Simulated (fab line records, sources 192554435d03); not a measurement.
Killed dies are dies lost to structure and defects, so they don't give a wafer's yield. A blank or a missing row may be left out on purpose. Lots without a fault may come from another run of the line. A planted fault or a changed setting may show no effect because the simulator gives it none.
fab line records | flow n5_finfet
record lots=5 wafers=15 last_day=14
route steps=1938 shown BEOL_M4@1027
lots that met no fault: from a run of the same line without faults
start_h: hours from the record's first day to the start of the lot's first wafer shown | wait_h: hours since the lot's step before | " the same as in the row above | L1.1+2: a row that stands for several wafers | - no value, or no start given | * or withheld: withheld | < > ~ a bound
route shown NAME@n: a module of which the file shows steps, and the number in the route of the first | usual: mean/standard deviation of fault-free wafers | same: alike in all rows | chamber/n: place in a boat | sites: the reading at each site | _std_site: their standard deviation | _edge_site: outer sites' mean less inner sites' | radius_mm: how far each site lies from the wafer's centre | mask NAME#n: copy n | behind: the tool/chamber that last shaped the wafer | hold: why the lot was held/for how many hours/how that ended | device: the transistor (n, p or np) that didn't switch | end of line: the same wafers' tests at the end of the route | a step without rows: its recipe alone | killed: dies lost to structure and defects at the first sort, not the wafer's yield | map: a wafer's dies, x killed, . not, _ none there
set.NAME: the setting as run; set.NAME@STEP: as run at that earlier step | model.NAME: the simulator's own value behind a step, which no gauge read
lots at some steps of the route; a table a step, a row a wafer
services: from which hour (start_h, from the record's first day; less than 0 if before it) a tool's chamber was out of use, for how many hours, and why
## steps
# step N5_BEOL_M4_COAT_73
# recipe resist=underlayer temp_c=205 time_s=60 spin_rpm=1500 resist_thk_nm=5
# columns lot.wafer tool chamber start_h wait_h
L074.2+3+6 litho_track-01 0 - -
L077.1+2+3 litho_track-05 0 - -
L079.1+4+6 litho_track-04 0 - -
L086.2+4+6 litho_track-04 0 - -
L088.3+4+6 litho_track-04 0 - -
# step N5_BEOL_M4_COAT_05
# recipe resist=CAR-EUV spin_rpm=1500 resist_thk_nm=30
# columns lot.wafer tool chamber start_h wait_h
L074.2+3+6 litho_track-01 0 - -
L077.1+2+3 litho_track-05 0 - -
L079.1+4+6 litho_track-04 0 - -
L086.2+4+6 litho_track-04 0 - -
L088.3+4+6 litho_track-04 0 - -
# step N5_BEOL_M4_EBR_07
# recipe solvent=PGMEA ebr_width_mm=1.5
# columns lot.wafer tool chamber start_h wait_h
L074.2+3+6 litho_track-01 0 - -
L077.1+2+3 litho_track-05 0 - -
L079.1+4+6 litho_track-04 0 - -
L086.2+4+6 litho_track-04 0 - -
L088.3+4+6 litho_track-04 0 - -
# step N5_BEOL_M4_SOFTBAKE_06
# recipe temp_c=110 time_s=60 resist=CAR-EUV
# columns lot.wafer tool chamber start_h wait_h
L074.2+3+6 litho_track-01 0 - -
L077.1+2+3 litho_track-05 0 - -
L079.1+4+6 litho_track-04 0 - -
L086.2+4+6 litho_track-04 0 - -
L088.3+4+6 litho_track-04 0 - -
# step N5_BEOL_M4_EXPOSE_08
# recipe mask_id=M4 na=0.33 source_shape=dipole sigma_inner=0.369 sigma_outer=0.767 polarization=unpolarized dose_mj=41.25
# columns lot.wafer tool chamber start_h wait_h mask
L074.2+3+6 euv_scanner-02 0 162.48 - M4#0
L077.1+2+3 euv_scanner-02 0 169.02 - M4#0
L079.1+4+6 euv_scanner-02 0 182.13 - M4#0
L086.2+4+6 euv_scanner-01 0 229.71 - M4#0
L088.3+4+6 euv_scanner-01 0 233.23 - M4#0
# step N5_BEOL_M4_PEB_09
# recipe peb_temp_c=100 peb_time_s=60 resist=CAR-EUV
# columns lot.wafer tool chamber start_h wait_h
L074.2+3+6 litho_track-04 0 162.54 0.1
L077.1+2+3 litho_track-01 0 169.09 0.1
L079.1+4+6 litho_track-04 0 182.19 0.1
L086.2+4+6 litho_track-05 0 229.77 0.1
L088.3+4+6 litho_track-05 0 233.28 0.0
# step N5_BEOL_M4_DEVELOP_10
# recipe develop_time_s=30 developer=TMAH resist=CAR-EUV rinse_liquid=surfactant_rinse dry=air_spin dev_temp_c=23
# columns lot.wafer tool chamber start_h wait_h
L074.2+3+6 litho_track-04 0 - -
L077.1+2+3 litho_track-01 0 - -
L079.1+4+6 litho_track-04 0 - -
L086.2+4+6 litho_track-05 0 - -
L088.3+4+6 litho_track-05 0 - -
# step N5_BEOL_M4_CD_MEAS_11
# recipe target_cd_nm=16.79 landing_energy_ev=500 detector=se_inlens polarity=opening
# usual cd_nm=16.79/0.22
# columns lot.wafer tool chamber start_h wait_h cd_nm
L074.2 cd_sem-01 0 162.60 - 16.98
L074.3 " 0 " " 16.80
L074.6 " 0 " " 16.87
L077.1 cd_sem-02 0 169.16 - 17.07
L077.2 " 0 " " 16.48
L077.3 " 0 " " 16.84
L079.1 cd_sem-02 0 182.26 - 16.24
L079.4 " 0 " " 16.57
L079.6 " 0 " " 16.84
L086.2 cd_sem-03 0 229.84 - 16.63
L086.4 " 0 " " 16.74
L086.6 " 0 " " 16.76
L088.3 cd_sem-02 0 233.35 - 16.72
L088.4 " 0 " " 16.84
L088.6 " 0 " " 16.56
# step N5_BEOL_M4_OVL_MEAS_12
# recipe points_per_wafer=522
# usual M4_OVL=-0.5/0.66
# columns lot.wafer tool chamber start_h wait_h M4_OVL[nm]
L074.2 overlay-01 0 162.64 0.0 -0.2
L074.3 " 0 " " 0.4
L074.6 " 0 " " -0.5
L077.1 overlay-02 0 169.19 0.0 -0.4
L077.2 " 0 " " -0.5
L077.3 " 0 " " -0.9
L079.1 overlay-01 0 182.29 0.0 -1.3
L079.4 " 0 " " -1.3
L079.6 " 0 " " -1.3
L086.2 overlay-02 0 229.87 0.0 0.4
L086.4 " 0 " " 0.2
L086.6 " 0 " " 0.3
L088.3 overlay-01 0 233.39 0.0 0.6
L088.4 " 0 " " -0.6
L088.6 " 0 " " -0.6
# step N5_BEOL_M4_INSPECT_13
# recipe mode=adi inspect_instrument=brightfield
# usual raw_defect_count=406/81
# columns lot.wafer tool chamber start_h wait_h raw_defect_count
L074.2 defect_inspect-01 - 162.69 0.0 406
L074.3 " - " " 341
L074.6 " - " " 399
L077.1 defect_inspect-02 - 169.24 0.1 493
L077.2 " - " " 277
L077.3 " - " " 422
L079.1 defect_inspect-01 - 182.35 0.1 446
L079.4 " - " " 406
L079.6 " - " " 499
L086.2 defect_inspect-01 - 229.93 0.0 481
L086.4 " - " " 495
L086.6 " - " " 539
L088.3 defect_inspect-02 - 233.44 0.0 499
L088.4 " - " " 378
L088.6 " - " " 566
# step N5_BEOL_M4_DESCUM_16
# recipe chemistry=O2 time_s=7 source_power_w=50 bias_power_w=20 pressure_mtorr=20 rf_frequency_hz=2.712e+07 temp_c=40 resist=CAR-EUV o2_flow_sccm=225
# usual drypump_motor_current_A=5.7/0.45 oes_product_au=0.81/0.072 rf_fwd_power_W=49.38/0.22 rf_vpp_V=243.1/1.3 showerhead_plenum_p_Torr=2.09/0.077 throttle_valve_pct=20.38/0.21
# columns lot.wafer tool chamber start_h wait_h drypump_motor_current_A oes_product_au rf_fwd_power_W rf_hours_counter_h rf_vpp_V showerhead_plenum_p_Torr throttle_valve_pct
L074.2 rie_diel-02 3 163.22 0.5 5.3 0.83 49.55 67 243.8 2.13 20.35
L074.3 " 2 " " 5.6 0.90 49.35 35 243.5 2.22 20.47
L074.6 " 0 " " 6.8 0.68 48.95 - 242.9 1.98 20.20
L077.1 rie_diel-04 2 169.28 0.0 6.0 0.91 49.58 39 242.9 2.12 20.03
L077.2 " 3 " " 5.0 0.84 49.40 58 242.2 2.13 20.45
L077.3 " 1 " " 5.9 0.83 49.17 76 243.0 2.04 20.58
L079.1 rie_diel-02 3 182.38 0.0 5.3 0.83 49.24 73 244.1 2.13 20.36
L079.4 " 1 " " 5.9 0.72 49.34 191 242.6 1.99 20.46
L079.6 " 2 " " 5.6 0.91 49.32 - 247.0 2.22 20.48
L086.2 rie_diel-05 0 229.96 0.0 5.7 0.76 49.54 146 243.5 2.17 20.44
L086.4 " 3 " " 5.6 0.85 49.78 50 241.1 2.03 20.59
L086.6 " 2 " " 5.8 0.90 49.43 - 241.3 2.06 20.21
L088.3 rie_diel-02 2 233.47 0.0 5.6 0.88 49.34 62 245.6 2.21 20.51
L088.4 " 1 " " 5.9 0.70 49.35 - 242.6 1.98 20.49
L088.6 " 3 " " 5.3 0.80 49.28 - 243.8 2.12 20.41
# step N5_BEOL_M4_ETCH_74
# recipe chemistry=N2/H2 target=underlayer target_depth_a=65 mask_material=CAR-EUV time_s=5.2 ion_energy_ev=200 pressure_mtorr=30 source_w=840 bias_w=150 n2_flow_sccm=200 h2_flow_sccm=200 ends=cleared
# usual drypump_motor_current_A=5.7/0.45 etch_rf_on_time_s=5.17/0.11 n2_flow_sccm=200.0/0.59 oes_product_au=0.69/0.06 rf_fwd_power_W=819.1/2.5 rf_vpp_V=523.9/2.9 showerhead_plenum_p_Torr=2.54/0.094 throttle_valve_pct=17.80/0.24
# columns lot.wafer tool chamber start_h wait_h drypump_motor_current_A etch_rf_on_time_s n2_flow_sccm oes_product_au rf_fwd_power_W rf_hours_counter_h rf_vpp_V showerhead_plenum_p_Torr throttle_valve_pct
L074.2 rie_diel-02 3 163.26 0.0 5.3 5.13 200.2 0.70 818.2 67 525.4 2.58 17.84
L074.3 " 2 " " 5.6 5.01 199.3 0.79 817.7 35 528.5 2.70 17.85
L074.6 " 0 " " 6.8 5.37 199.7 0.58 818.7 - 520.1 2.40 17.54
L077.1 rie_diel-04 2 169.31 0.0 6.0 5.02 200.7 0.77 817.5 39 524.4 2.59 17.46
L077.2 " 3 " " 5.0 5.04 200.5 0.72 824.2 58 522.8 2.58 17.86
L077.3 " 1 " " 5.8 5.22 198.8 0.69 818.2 76 521.0 2.48 17.98
L079.1 rie_diel-02 3 182.42 0.0 5.3 5.14 200.4 0.70 822.4 73 525.5 2.58 17.86
L079.4 " 1 " " 5.9 5.13 200.0 0.62 820.3 191 519.9 2.41 17.80
L079.6 " 2 " " 5.6 5.03 199.2 0.77 816.4 - 530.2 2.69 17.87
L086.2 rie_diel-05 0 229.99 0.0 5.7 5.30 200.1 0.65 816.8 146 527.5 2.65 17.89
L086.4 " 3 " " 5.6 5.13 200.4 0.72 819.8 50 521.6 2.48 18.12
L086.6 " 2 " " 5.8 5.16 200.3 0.77 819.0 - 523.9 2.50 17.58
L088.3 rie_diel-02 2 233.51 0.0 5.6 5.13 200.3 0.74 815.9 62 526.4 2.69 17.91
L088.4 " 1 " " 5.9 5.14 198.8 0.61 815.4 - 519.6 2.40 17.84
L088.6 " 3 " " 5.3 5.14 199.6 0.68 817.0 - 524.4 2.57 17.90
# step N5_BEOL_M4_ETCH_63
# recipe chemistry=CF4 target=SiARC target_depth_a=156 mask_material=CAR-EUV time_s=26 ion_energy_ev=80 pressure_mtorr=40 source_w=545 bias_w=36 Ar_flow_sccm=100 cf4_flow_sccm=100 ends=cleared
# usual drypump_motor_current_A=5.7/0.45 etch_rf_on_time_s=26.0/0.56 oes_product_au=0.69/0.061 rf_fwd_power_W=532.1/2.3 rf_vpp_V=184.1/1.2 showerhead_plenum_p_Torr=2.14/0.076 throttle_valve_pct=15.54/0.22
# columns lot.wafer tool chamber start_h wait_h drypump_motor_current_A etch_rf_on_time_s oes_product_au rf_fwd_power_W rf_hours_counter_h rf_vpp_V showerhead_plenum_p_Torr throttle_valve_pct
L074.2 rie_diel-02 3 163.27 0.0 5.3 25.9 0.70 530.2 67 184.9 2.17 15.47
L074.3 " 2 " " 5.6 25.4 0.79 534.9 35 186.1 2.27 15.60
L074.6 " 0 " " 6.8 27.0 0.58 529.2 - 181.8 2.03 15.50
L077.1 rie_diel-04 2 169.33 0.0 6.0 24.8 0.77 533.8 39 184.4 2.17 15.17
L077.2 " 3 " " 5.0 24.8 0.74 529.1 58 183.7 2.17 15.56
L077.3 " 1 " " 5.8 25.6 0.71 530.9 76 181.8 2.08 15.65
L079.1 rie_diel-02 3 182.43 0.0 5.3 25.7 0.71 533.3 74 184.5 2.17 15.46
L079.4 " 1 " " 5.9 25.4 0.62 531.0 191 182.5 2.05 15.72
L079.6 " 2 " " 5.6 25.3 0.77 531.4 - 184.9 2.26 15.61
L086.2 rie_diel-05 0 230.01 0.0 5.7 26.9 0.64 533.6 146 185.3 2.22 15.70
L086.4 " 3 " " 5.7 25.7 0.72 536.1 50 183.6 2.09 15.79
L086.6 " 2 " " 5.8 26.1 0.78 531.3 - 184.9 2.11 15.32
L088.3 rie_diel-02 2 233.52 0.0 5.6 25.7 0.74 529.4 62 186.2 2.26 15.65
L088.4 " 1 " " 5.9 26.0 0.61 530.6 - 181.9 2.04 15.76
L088.6 " 3 " " 5.3 26.0 0.68 532.4 - 183.5 2.16 15.52
# step N5_BEOL_M4_ETCH_64
# recipe chemistry=N2/H2 target=SOC target_depth_a=750 overetch_a=225 mask_material=SiARC temp_c=40 time_s=121.9 ion_energy_ev=200 pressure_mtorr=30 source_w=840 bias_w=150 n2_flow_sccm=200 h2_flow_sccm=200
# usual drypump_motor_current_A=5.7/0.45 n2_flow_sccm=200.1/0.6 oes_product_au=0.62/0.051 rf_fwd_power_W=836.8/2.8 rf_vpp_V=523.9/2.8 showerhead_plenum_p_Torr=2.54/0.094 throttle_valve_pct=17.76/0.24
# columns lot.wafer tool chamber start_h wait_h drypump_motor_current_A n2_flow_sccm oes_product_au rf_fwd_power_W rf_hours_counter_h rf_vpp_V showerhead_plenum_p_Torr throttle_valve_pct
L074.2 rie_diel-02 3 163.30 0.0 5.3 200.1 0.63 838.5 67 524.6 2.58 17.80
L074.3 " 2 " " 5.6 200.2 0.68 841.1 35 528.6 2.70 17.82
L074.6 " 0 " " 6.8 199.9 0.53 833.2 - 519.6 2.40 17.53
L077.1 rie_diel-04 2 169.36 0.0 6.0 200.0 0.67 837.7 39 524.9 2.59 17.42
L077.2 " 3 " " 5.0 200.0 0.64 836.4 58 525.8 2.58 17.80
L077.3 " 1 " " 5.9 199.8 0.62 835.0 76 521.8 2.48 17.94
L079.1 rie_diel-02 3 182.46 0.0 5.3 200.5 0.63 834.9 74 524.8 2.58 17.81
L079.4 " 1 " " 5.9 199.8 0.55 833.7 191 519.5 2.41 17.76
L079.6 " 2 " " 5.6 199.2 0.68 832.3 - 527.6 2.69 17.82
L086.2 rie_diel-05 0 230.04 0.0 5.7 200.4 0.58 838.4 146 527.2 2.65 17.84
L086.4 " 3 " " 5.7 199.5 0.64 843.1 50 521.9 2.49 18.07
L086.6 " 2 " " 5.8 199.4 0.70 834.9 - 521.8 2.50 17.53
L088.3 rie_diel-02 2 233.55 0.0 5.6 199.3 0.66 840.9 62 529.0 2.69 17.86
L088.4 " 1 " " 5.9 200.2 0.54 834.7 - 519.5 2.40 17.79
L088.6 " 3 " " 5.3 199.7 0.61 838.2 - 523.9 2.57 17.85
# step N5_BEOL_M4_STRIP_65
# recipe chemistry=N2/H2 temp_c=40 n2_flow_sccm=200 h2_flow_sccm=200 rf_frequency_hz=6e+07
# columns lot.wafer tool chamber start_h wait_h
L074.2+3+6 rie_diel-02 3,2,0 163.41 0.1
L077.1+2+3 rie_diel-04 2,3,1 169.47 0.1
L079.1+4+6 rie_diel-02 3,1,2 182.57 0.1
L086.2+4+6 rie_diel-05 0,3,2 230.15 0.1
L088.3+4+6 rie_diel-02 2,1,3 233.66 0.1
# step N5_BEOL_M4_STRIP_75
# recipe chemistry=N2/H2 temp_c=40 n2_flow_sccm=200 h2_flow_sccm=200 rf_frequency_hz=6e+07
# columns lot.wafer tool chamber start_h wait_h
L074.2+3+6 rie_diel-02 3,2,0 163.42 0.0
L077.1+2+3 rie_diel-04 2,3,1 169.48 0.0
L079.1+4+6 rie_diel-02 3,1,2 182.58 0.0
L086.2+4+6 rie_diel-05 0,3,2 230.16 0.0
L088.3+4+6 rie_diel-02 2,1,3 233.67 0.0
# step N5_BEOL_M4_STRIP_66
# recipe chemistry=CF4 resist=SiARC power_w=300 bias_power_w=75 pressure_mtorr=50 cf4_flow_sccm=150 rf_frequency_hz=6e+07
# usual drypump_motor_current_A=5.7/0.45 oes_product_au=0.80/0.067 rf_fwd_power_W=292.6/0.78 rf_vpp_V=271.1/1.7 showerhead_plenum_p_Torr=1.79/0.062 throttle_valve_pct=13.51/0.22
# columns lot.wafer tool chamber start_h wait_h drypump_motor_current_A oes_product_au rf_fwd_power_W rf_hours_counter_h rf_vpp_V showerhead_plenum_p_Torr throttle_valve_pct
L074.2 rie_diel-02 3 163.43 0.0 5.3 0.82 292.8 67 272.2 1.82 13.42
L074.3 " 2 " " 5.6 0.90 292.1 35 273.5 1.89 13.52
L074.6 " 0 " " 6.8 0.69 292.6 - 268.1 1.71 13.53
L077.1 rie_diel-04 2 169.49 0.0 6.0 0.88 291.5 39 271.7 1.82 13.17
L077.2 " 3 " " 5.0 0.83 291.9 58 270.8 1.82 13.53
L077.3 " 1 " " 5.8 0.81 291.5 76 269.2 1.74 13.57
L079.1 rie_diel-02 3 182.59 0.0 5.3 0.81 292.6 74 270.8 1.82 13.42
L079.4 " 1 " " 5.9 0.71 292.4 191 269.9 1.72 13.72
L079.6 " 2 " " 5.6 0.89 295.1 - 272.5 1.89 13.55
L086.2 rie_diel-05 0 230.17 0.0 5.7 0.76 293.3 146 270.8 1.86 13.65
L086.4 " 3 " " 5.7 0.83 292.2 50 269.3 1.76 13.73
L086.6 " 2 " " 5.8 0.90 292.2 - 270.0 1.76 13.25
L088.3 rie_diel-02 2 233.68 0.0 5.6 0.85 291.9 62 275.3 1.89 13.58
L088.4 " 1 " " 5.9 0.70 293.1 - 269.1 1.71 13.77
L088.6 " 3 " " 5.3 0.78 292.3 - 270.5 1.81 13.48
# step N5_BEOL_M4_HM_OPEN_17
# recipe chemistry=Cl2/BCl3 target_depth_a=200 overetch_a=60 target=TiN mask_material=SOC ion_energy_ev=150 pressure_mtorr=10 icp_w=1000 bias_w=126 Cl2_flow_sccm=53.25 bcl3_flow_sccm=21.75 Ar_flow_sccm=25
# usual drypump_motor_current_A=5.5/0.45 oes_product_au=0.71/0.093 rf_fwd_power_W=993/3.3 throttle_valve_pct=22.08/0.3
# columns lot.wafer tool chamber start_h wait_h drypump_motor_current_A oes_product_au rf_fwd_power_W rf_hours_counter_h throttle_valve_pct
L074.2 rie_metal-01 0 163.50 0.1 5.5 0.83 990 - 21.70
L074.3 " 0 " " 5.5 0.83 992 - 21.68
L074.6 " 0 " " 5.5 0.83 990 - 21.69
L077.1 rie_metal-01 0 169.53 0.0 5.5 0.81 989 2 21.71
L077.2 " 0 " " 5.5 0.80 997 - 21.70
L077.3 " 0 " " 5.5 0.81 993 - 21.71
L079.1 rie_metal-02 1 182.63 0.0 5.6 0.66 995 41 22.34
L079.4 " 0 " " 4.9 0.54 997 - 22.50
L079.6 " 0 " " 4.9 0.54 995 - 22.51
L086.2 rie_metal-03 0 230.21 0.0 6.5 0.71 996 18 21.89
L086.4 " 1 " " 5.0 0.65 1000 - 22.20
L086.6 " 1 " " 5.0 0.66 1001 - 22.19
L088.3 rie_metal-01 1 233.75 0.1 6.0 0.79 995 - 22.02
L088.4 " 0 " " 5.5 0.76 989 - 21.72
L088.6 " 1 " " 6.0 0.79 990 - 22.02
# step N5_BEOL_M4_STRIP_19
# recipe chemistry=O2 power_w=400 temp_c=40 pressure_mtorr=30 rf_frequency_hz=6e+07 bias_power_w=0 overash_fraction=0.2 o2_flow_sccm=225
# usual drypump_motor_current_A=5.7/0.43 oes_product_au=0.81/0.07 rf_vpp_V=3.7/0.49 showerhead_plenum_p_Torr=2.09/0.075 throttle_valve_pct=16.62/0.21
# columns lot.wafer tool chamber start_h wait_h drypump_motor_current_A oes_product_au rf_hours_counter_h rf_vpp_V showerhead_plenum_p_Torr throttle_valve_pct
L074.2 rie_diel-04 0 163.69 0.2 5.0 0.71 220 2.9 1.99 16.78
L074.3 " 2 " " 6.0 0.91 37 4.8 2.13 16.27
L074.6 " 1 " " 5.8 0.82 - 3.6 2.05 16.79
L077.1 rie_diel-04 3 169.73 0.2 5.0 0.85 59 3.0 2.13 16.65
L077.2 " 1 " " 5.8 0.82 76 3.4 2.05 16.80
L077.3 " 2 " " 6.0 0.90 39 3.9 2.13 16.25
L079.1 rie_diel-05 3 182.75 0.1 5.7 0.87 31 3.3 2.04 16.78
L079.4 " 1 " " 5.9 0.83 - 3.7 2.13 16.28
L079.6 " 0 " " 5.7 0.78 - 4.4 2.18 16.69
L086.2 rie_diel-04 1 230.32 0.1 5.9 0.81 95 3.8 2.04 16.83
L086.4 " 0 " " 5.0 0.71 - 3.3 1.98 16.82
L086.6 " 1 " " 5.9 0.80 - 3.4 2.04 16.82
L088.3 rie_diel-02 1 233.84 0.1 5.9 0.70 212 3.9 1.99 16.75
L088.4 " 2 " " 5.6 0.87 - 3.4 2.21 16.71
L088.6 " 1 " " 5.9 0.70 - 3.2 1.99 16.79
# step N5_BEOL_M4_CD_MEAS_18
# recipe pitch_nm=36 target_cd_nm=18
# usual cd_nm=18.06/0.28
# columns lot.wafer tool chamber start_h wait_h cd_nm
L074.2 cd_sem-02 - 163.76 0.1 18.32
L074.3 " - " " 18.56
L074.6 " - " " 18.38
L077.1 cd_sem-03 - 169.80 0.0 18.02
L077.2 " - " " 18.51
L077.3 " - " " 18.54
L079.1 cd_sem-03 - 182.82 0.0 17.65
L079.4 " - " " 17.95
L079.6 " - " " 17.91
L086.2 cd_sem-02 - 230.40 0.1 17.98
L086.4 " - " " 18.28
L086.6 " - " " 18.08
L088.3 cd_sem-02 - 233.91 0.1 18.27
L088.4 " - " " 18.11
L088.6 " - " " 17.98
# step N5_BEOL_M4_COAT_67
# recipe resist=SOC temp_c=250 time_s=60 spin_rpm=1500 resist_thk_nm=60
# columns lot.wafer tool chamber start_h wait_h
L074.2+3+6 litho_track-05 0 163.79 0.0
L077.1+2+3 litho_track-05 0 169.84 0.0
L079.1+4+6 litho_track-01 0 182.85 0.0
L086.2+4+6 litho_track-04 0 230.44 0.0
L088.3+4+6 litho_track-01 0 233.95 0.0
# step N5_BEOL_M4_COAT_68
# recipe resist=SiARC temp_c=220 time_s=60 spin_rpm=1500 resist_thk_nm=12
# columns lot.wafer tool chamber start_h wait_h
L074.2+3+6 litho_track-05 0 - -
L077.1+2+3 litho_track-05 0 - -
L079.1+4+6 litho_track-01 0 - -
L086.2+4+6 litho_track-04 0 - -
L088.3+4+6 litho_track-01 0 - -
# step N5_BEOL_M4_COAT_76
# recipe resist=underlayer temp_c=205 time_s=60 spin_rpm=1500 resist_thk_nm=5
# columns lot.wafer tool chamber start_h wait_h
L074.2+3+6 litho_track-05 0 - -
L077.1+2+3 litho_track-05 0 - -
L079.1+4+6 litho_track-01 0 - -
L086.2+4+6 litho_track-04 0 - -
L088.3+4+6 litho_track-01 0 - -
# step N5_BEOL_M4_COAT_22
# recipe resist=CAR-EUV spin_rpm=1500 resist_thk_nm=30
# columns lot.wafer tool chamber start_h wait_h
L074.2+3+6 litho_track-05 0 - -
L077.1+2+3 litho_track-05 0 - -
L079.1+4+6 litho_track-01 0 - -
L086.2+4+6 litho_track-04 0 - -
L088.3+4+6 litho_track-01 0 - -
# step N5_BEOL_M4_EBR_24
# recipe solvent=PGMEA ebr_width_mm=1.5
# columns lot.wafer tool chamber start_h wait_h
L074.2+3+6 litho_track-05 0 - -
L077.1+2+3 litho_track-05 0 - -
L079.1+4+6 litho_track-01 0 - -
L086.2+4+6 litho_track-04 0 - -
L088.3+4+6 litho_track-01 0 - -
# step N5_BEOL_M4_SOFTBAKE_23
# recipe temp_c=110 time_s=60 resist=CAR-EUV
# columns lot.wafer tool chamber start_h wait_h
L074.2+3+6 litho_track-05 0 - -
L077.1+2+3 litho_track-05 0 - -
L079.1+4+6 litho_track-01 0 - -
L086.2+4+6 litho_track-04 0 - -
L088.3+4+6 litho_track-01 0 - -
# step N5_BEOL_M4_EXPOSE_25
# recipe mask_id=V3 na=0.33 source_shape=quasar sigma_inner=0.2 sigma_outer=0.8 polarization=unpolarized defocus_nm=5 dose_mj=63
# columns lot.wafer tool chamber start_h wait_h mask
L074.2+3+6 euv_scanner-02 0 164.06 - V3#0
L077.1+2+3 euv_scanner-01 0 169.97 - V3#0
L079.1+4+6 euv_scanner-01 0 182.99 - V3#0
L086.2+4+6 euv_scanner-02 0 230.58 - V3#0
L088.3+4+6 euv_scanner-01 0 234.23 - V3#0
# step N5_BEOL_M4_PEB_26
# recipe peb_temp_c=100 peb_time_s=60 resist=CAR-EUV
# columns lot.wafer tool chamber start_h wait_h
L074.2+3+6 litho_track-01 0 164.13 0.1
L077.1+2+3 litho_track-01 0 170.05 0.1
L079.1+4+6 litho_track-04 0 183.07 0.1
L086.2+4+6 litho_track-04 0 230.65 0.1
L088.3+4+6 litho_track-01 0 234.29 0.1
# step N5_BEOL_M4_DEVELOP_27
# recipe develop_time_s=30 developer=TMAH resist=CAR-EUV rinse_liquid=surfactant_rinse dry=air_spin dev_temp_c=23
# columns lot.wafer tool chamber start_h wait_h
L074.2+3+6 litho_track-01 0 - -
L077.1+2+3 litho_track-01 0 - -
L079.1+4+6 litho_track-04 0 - -
L086.2+4+6 litho_track-04 0 - -
L088.3+4+6 litho_track-01 0 - -
# step N5_BEOL_M4_CD_MEAS_28
# recipe target_cd_nm=26.2 landing_energy_ev=500 detector=se_inlens target_cd_y_nm=24.1 polarity=opening
# usual cd_nm=26.22/0.22
# columns lot.wafer tool chamber start_h wait_h cd_nm
L074.2 cd_sem-02 0 164.20 - 26.32
L074.3 " 0 " " 26.25
L074.6 " 0 " " 26.34
L077.1 cd_sem-02 0 170.12 - 26.15
L077.2 " 0 " " 26.29
L077.3 " 0 " " 25.94
L079.1 cd_sem-02 0 183.13 - 26.18
L079.4 " 0 " " 26.33
L079.6 " 0 " " 26.60
L086.2 cd_sem-03 0 230.72 - 26.28
L086.4 " 0 " " 26.65
L086.6 " 0 " " 26.36
L088.3 cd_sem-02 0 234.36 - 25.81
L088.4 " 0 " " 26.62
L088.6 " 0 " " 26.38
# step N5_BEOL_M4_OVL_MEAS_29
# recipe points_per_wafer=522
# usual V3_OVL=-0.4/0.66
# columns lot.wafer tool chamber start_h wait_h V3_OVL[nm]
L074.2 overlay-01 0 164.24 0.0 0.3
L074.3 " 0 " " -0.8
L074.6 " 0 " " -0.3
L077.1 overlay-01 0 170.15 0.0 -0.3
L077.2 " 0 " " 0.2
L077.3 " 0 " " 0.2
L079.1 overlay-02 0 183.16 0.0 0.2
L079.4 " 0 " " -0.8
L079.6 " 0 " " -0.3
L086.2 overlay-01 0 230.75 0.0 -1.1
L086.4 " 0 " " -1.2
L086.6 " 0 " " -1.5
L088.3 overlay-02 0 234.40 0.0 -0.2
L088.4 " 0 " " 0.3
L088.6 " 0 " " 0.8
# step N5_BEOL_M4_INSPECT_30
# recipe mode=adi inspect_instrument=brightfield
# usual raw_defect_count=398/76
# columns lot.wafer tool chamber start_h wait_h raw_defect_count
L074.2 defect_inspect-01 - 164.29 0.0 424
L074.3 " - " " 324
L074.6 " - " " 420
L077.1 defect_inspect-02 - 170.21 0.1 473
L077.2 " - " " 292
L077.3 " - " " 408
L079.1 defect_inspect-02 - 183.22 0.1 416
L079.4 " - " " 383
L079.6 " - " " 428
L086.2 defect_inspect-02 - 230.81 0.0 406
L086.4 " - " " 448
L086.6 " - " " 498
L088.3 defect_inspect-02 - 234.44 0.0 513
L088.4 " - " " 386
L088.6 " - " " 576
# step N5_BEOL_M4_DESCUM_33
# recipe chemistry=O2 time_s=7 source_power_w=50 bias_power_w=20 pressure_mtorr=20 rf_frequency_hz=2.712e+07 temp_c=40 resist=CAR-EUV o2_flow_sccm=225
# usual drypump_motor_current_A=5.7/0.45 oes_product_au=0.82/0.069 rf_fwd_power_W=49.40/0.22 rf_vpp_V=243.2/1.5 showerhead_plenum_p_Torr=2.10/0.076 throttle_valve_pct=20.36/0.22
# columns lot.wafer tool chamber start_h wait_h drypump_motor_current_A oes_product_au rf_fwd_power_W rf_hours_counter_h rf_vpp_V showerhead_plenum_p_Torr throttle_valve_pct
L074.2 rie_diel-04 2 164.32 0.0 6.0 0.91 49.58 37 244.5 2.13 20.00
L074.3 " 1 " " 5.9 0.82 49.18 74 241.8 2.04 20.58
L074.6 " 1 " " 5.9 0.83 49.30 - 242.8 2.04 20.58
L077.1 rie_diel-04 1 170.24 0.0 5.9 0.82 49.28 76 242.3 2.04 20.59
L077.2 " 3 " " 5.0 0.85 49.35 59 243.6 2.13 20.46
L077.3 " 2 " " 6.0 0.90 49.57 39 243.3 2.12 20.01
L079.1 rie_diel-05 0 183.26 0.0 5.7 0.78 49.43 128 245.2 2.18 20.43
L079.4 " 0 " " 5.7 0.78 49.24 - 244.3 2.18 20.43
L079.6 " 1 " " 5.9 0.83 49.24 - 244.6 2.13 20.03
L086.2 rie_diel-02 1 230.84 0.0 5.9 0.70 49.24 210 241.8 1.98 20.48
L086.4 " 3 " " 5.3 0.81 49.49 - 244.7 2.12 20.39
L086.6 " 2 " " 5.6 0.87 49.42 - 245.5 2.21 20.50
L088.3 rie_diel-02 1 234.48 0.0 5.9 0.70 49.03 212 241.3 1.98 20.46
L088.4 " 1 " " 5.9 0.70 49.26 - 241.3 1.98 20.46
L088.6 " 3 " " 5.3 0.79 49.33 - 244.9 2.12 20.40
## services
# columns tool chamber start_h hours kind
rie_diel-04 0 140.08 11.9 repair
euv_scanner-01 - 141.11 3.3 repair
rie_metal-03 - 142.33 0.9 repair
euv_scanner-02 - 147.16 1.0 pm
rie_diel-02 2 148.16 3.1 repair
rie_metal-03 1 154.52 1.6 repair
euv_scanner-01 - 161.25 2.1 repair
euv_scanner-02 - 164.16 4.6 pm
rie_diel-04 0 167.44 22.2 repair
litho_track-01 - 168.36 - consumable_replace:filter
euv_scanner-01 - 171.34 4.6 pm
rie_diel-04 - 173.55 2.8 pm
euv_scanner-02 - 189.34 0.5 repair
rie_diel-02 - 192.50 0.7 repair
rie_diel-04 1 193.71 6.3 repair
rie_diel-02 0 201.88 9.7 repair
euv_scanner-02 - 203.31 1.0 pm
rie_diel-02 0 215.95 - clean
rie_diel-02 0 215.95 - consumable_replace:focus_ring
rie_diel-02 0 215.95 - consumable_replace:showerhead
rie_diel-02 0 215.95 21.3 scheduled_down
euv_scanner-01 - 228.12 1.0 pm
rie_diel-04 0 233.87 4.2 repair
rie_metal-01 - 234.41 2.8 pm
## key
fault none
